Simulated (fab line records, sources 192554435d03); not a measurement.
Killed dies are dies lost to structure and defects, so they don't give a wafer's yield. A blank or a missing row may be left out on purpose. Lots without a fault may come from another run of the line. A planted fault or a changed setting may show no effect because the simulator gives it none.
Problem report in the 8D (eight disciplines) form, filled by code | flow n5_finfet | the parts of the form that need people (team, actions taken, sign-off) are left out

1. THE PROBLEM
HMC_CMP_THK at N5_PMOS_HMC_CHANNEL_EPI_THK_MEAS_22 reads a mean of 36.0 nm on 2 wafers of 1 lot; wafers without a fault read 53.9 nm with a standard deviation of 0.89. That is -20 standard deviations from the usual mean.
First seen on wafer L699.1, day 6 16:45, on film_metro-01. The record holds 27 wafers of 9 lots with a number at this step. Rule for "out", or "out of limits": more than 4 standard deviations from the usual mean. The other wafers with a number count as sound.

2. WHAT IT IS AND WHAT IT IS NOT
question                    | is               | is not
which readings at this step | HMC_CMP_THK      | -
which lots                  | L699             | L681, L683, L684, L685, L689, L700, L702, L703
which wafers of those lots  | L699.1, L699.2   | L699.3
read on which gauges        | film_metro-01    | film_metro-02
when                        | from day 6 16:45 | up to then (19 sound wafers); but 6 sound wafers of L702, L703 came after

3. SUSPECTS, AND WHAT RULES EACH OUT
Counting: a tool at a process step up to the reading stays a suspect if it ran every lot that is out. Sound lots after the first of them don't rule it out here, since some wafers of a struck lot are sound.
- the gauge at N5_PMOS_HMC_CHANNEL_EPI_THK_MEAS_22: ruled out. All the wafers that are out were read on film_metro-01, but those of them that N5_BEOL_M4_RC_MEAS_101 has rows for are out there too, on other tools.
- rie_si-05 at N5_PMOS_HMC_CHANNEL_EPI_FIN_RECESS_16 (chemistry HBr/Cl2, target Si, target depth 54 nm, time 18 s): kept. It ran the lot that is out, L699 (day 6 14:32).
- Within rie_si-05 at N5_PMOS_HMC_CHANNEL_EPI_FIN_RECESS_16: the wafers that are out ran in chambers 0, 1; their sound lot-mates ran in chamber 2.
Left after counting: rie_si-05 at N5_PMOS_HMC_CHANNEL_EPI_FIN_RECESS_16.

4. THE CAUSE (what the simulator had put in)
Process parameter drift: rie_si-05, from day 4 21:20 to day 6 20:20, at N5_PMOS_HMC_CHANNEL_EPI_FIN_RECESS_16. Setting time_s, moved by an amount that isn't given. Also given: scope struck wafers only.
Counting left only this tool.

5. THE CHAIN OF EFFECTS, in route order
Each row: a reading whose mean over the struck wafers that have a number lies more than 3 standard deviations from the usual. Only readings for which the record gives a usual standard deviation are gone through. hours: the time from each lot's start at the first step in this table that gives one to its start at this step, as a median over the lots. sigmas: the change in usual standard deviations.
hours | step                                | reading          | usual     | on struck wafers | change | sigmas
0     | N5_PMOS_HMC_CHANNEL_EPI_THK_MEAS_22 | HMC_CMP_THK      | 53.9 nm   | 36.0             | -17.9  | -20
144   | N5_BEOL_M4_RC_MEAS_101              | CJ_P             | 5.78      | 6.53             | +0.75  | +4.1
144   | N5_BEOL_M4_RC_MEAS_101              | ION_P            | 464 uA/um | 392              | -72    | -8.0
257   | N5_PASSIVATION_PROBE_49             | sort_bin_8_speed | 0.00 %    | 90.94            | +90.94 | +99 or more
257   | N5_PASSIVATION_PROBE_49             | sort_n_pass      | 1077      | 0                | -1077  | -54
257   | N5_PASSIVATION_PROBE_49             | sort_yield_pct   | 91.3 %    | 0.0              | -91.3  | -54
The process steps in it:
- N5_PASSIVATION_PROBE_49
Later measuring or inspecting steps at which every struck wafer that the step has a row for has a number for every such reading, and none has moved that far: N5_FIN_SAQP_THK_MEAS_05.

6. WHAT WOULD HAVE CAUGHT IT SOONER
In this record the first reading out of limits at a measuring or inspecting step was taken at day 6 16:45, 43 hours after the fault began at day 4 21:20.
Of the tool readings at N5_PMOS_HMC_CHANNEL_EPI_FIN_RECESS_16 for which the record gives a usual standard deviation, none was out on any struck wafer, so an alarm limit of 4 standard deviations on them would not have fired.
All the lots that are out (1) had begun N5_PMOS_HMC_CHANNEL_EPI_FIN_RECESS_16 on rie_si-05 by day 6 16:45. A hold on the tool at that time would have spared none of them.
